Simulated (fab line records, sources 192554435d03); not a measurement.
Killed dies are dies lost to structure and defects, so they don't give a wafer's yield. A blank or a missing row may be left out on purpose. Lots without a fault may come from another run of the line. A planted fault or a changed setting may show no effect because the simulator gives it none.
Split-lot experiment | flow n5_finfet | 7 lots, 21 wafers read, on a route of 1938 steps

THE SPLIT
At N5_BEOL_M2_EXPOSE_08 (exposes mask M2), the setting dose_mj was moved away from the recipe's 41.25 on 5 of the 21 wafers read, by -5.5% to +6.4%. The other wafers ran this setting at the recipe's value.

FROM THE SPLIT TO THE READING: what the file shows between them, 2 steps
- N5_BEOL_M2_PEB_09: peb time 60 s
- N5_BEOL_M2_DEVELOP_10: develop time 30 s

THE READING
cd_nm, in nm, at N5_BEOL_M2_CD_MEAS_11 (target cd 16.79 nm). Fault-free wafers of this fab line usually give 16.96 nm, standard deviation 0.24 nm.

wafer  | tool, chamber at the split | dose_mj as run | against the recipe | cd_nm, nm | against lot-mates on the recipe
L084.3 | euv_scanner-01, 0          | 41.25          | recipe             | 17.18     | -
L084.4 | euv_scanner-01, 0          | 41.25          | recipe             | 16.96     | -
L084.5 | euv_scanner-01, 0          | 41.25          | recipe             | 16.83     | -
L087.1 | euv_scanner-01, 0          | 39.02          | -5.4%              | 15.65     | -1.41
L087.5 | euv_scanner-01, 0          | 39.02          | -5.4%              | 15.57     | -1.49
L087.6 | euv_scanner-01, 0          | 41.25          | recipe             | 17.06     | -
L088.1 | euv_scanner-02, 0          | 41.25          | recipe             | 17.19     | -
L088.4 | euv_scanner-02, 0          | 41.25          | recipe             | 16.86     | -
L088.5 | euv_scanner-02, 0          | 42.75          | +3.6%              | 17.76     | +0.74
L090.1 | euv_scanner-01, 0          | 41.25          | recipe             | 17.19     | -
L090.2 | euv_scanner-01, 0          | 41.25          | recipe             | 17.13     | -
L090.5 | euv_scanner-01, 0          | 41.25          | recipe             | 17.42     | -
L093.2 | euv_scanner-01, 0          | 41.25          | recipe             | 16.87     | -
L093.4 | euv_scanner-01, 0          | 41.25          | recipe             | 16.83     | -
L093.5 | euv_scanner-01, 0          | 43.89          | +6.4%              | 18.22     | +1.37
L096.3 | euv_scanner-02, 0          | 41.25          | recipe             | 17.11     | -
L096.5 | euv_scanner-02, 0          | 41.25          | recipe             | 16.90     | -
L096.6 | euv_scanner-02, 0          | 41.25          | recipe             | 16.82     | -
L095.1 | euv_scanner-02, 0          | 39             | -5.5%              | 15.81     | -1.13
L095.2 | euv_scanner-02, 0          | 41.25          | recipe             | 17.01     | -
L095.5 | euv_scanner-02, 0          | 41.25          | recipe             | 16.88     | -

THE FIT
A straight line over all 21 wafers: cd_nm changes by +0.225 nm for each +1% of dose_mj; r = +0.96; the points scatter about the line by 0.17 nm.
The same after taking each lot's own level away (the mean of its wafers on the recipe; 21 wafers): +0.233 nm for each +1%; r = +0.98; scatter 0.13 nm.
On that fit, the largest move of dose_mj shifts the reading by 1.5 nm.
The lots' own levels span 16.850 to 17.247 nm, that is 1.7 times the standard deviation above.
So the lot-to-lot level changes the slope little: the two slopes agree.
Check: with one of the wafers moved furthest among these (+6.4%) left out of the fit, the line predicts +1.52 nm for it against its lot-mates. It came out at +1.37 nm against them.

THE WHOLE CHAIN: every reading that the file lists as answering this split, in the file's order
step                  | what it does                                                | reading                                                               | change (the file's fit)               | r (the file's)
N5_BEOL_M2_CD_MEAS_11 | target cd 16.79 nm                                          | cd_nm                                                                 | +0.225 nm for each +1% of the setting | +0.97
N5_BEOL_M2_ETCH_74    | etches underlayer in N2/H2, target depth 6.5 nm, time 5.2 s | BEOL_M2.cd_offset_nm (the simulator's own value, which no gauge read) | +0.161 nm for each +1% of the setting | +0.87
N5_BEOL_M2_ETCH_63    | etches SiARC in CF4, target depth 15.6 nm, time 26 s        | BEOL_M2.cd_offset_nm (the simulator's own value, which no gauge read) | +0.193 nm for each +1% of the setting | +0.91

THE FILE'S OWN FIT
cd_nm changes by +0.225 nm for each +1% of dose_mj, r = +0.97.
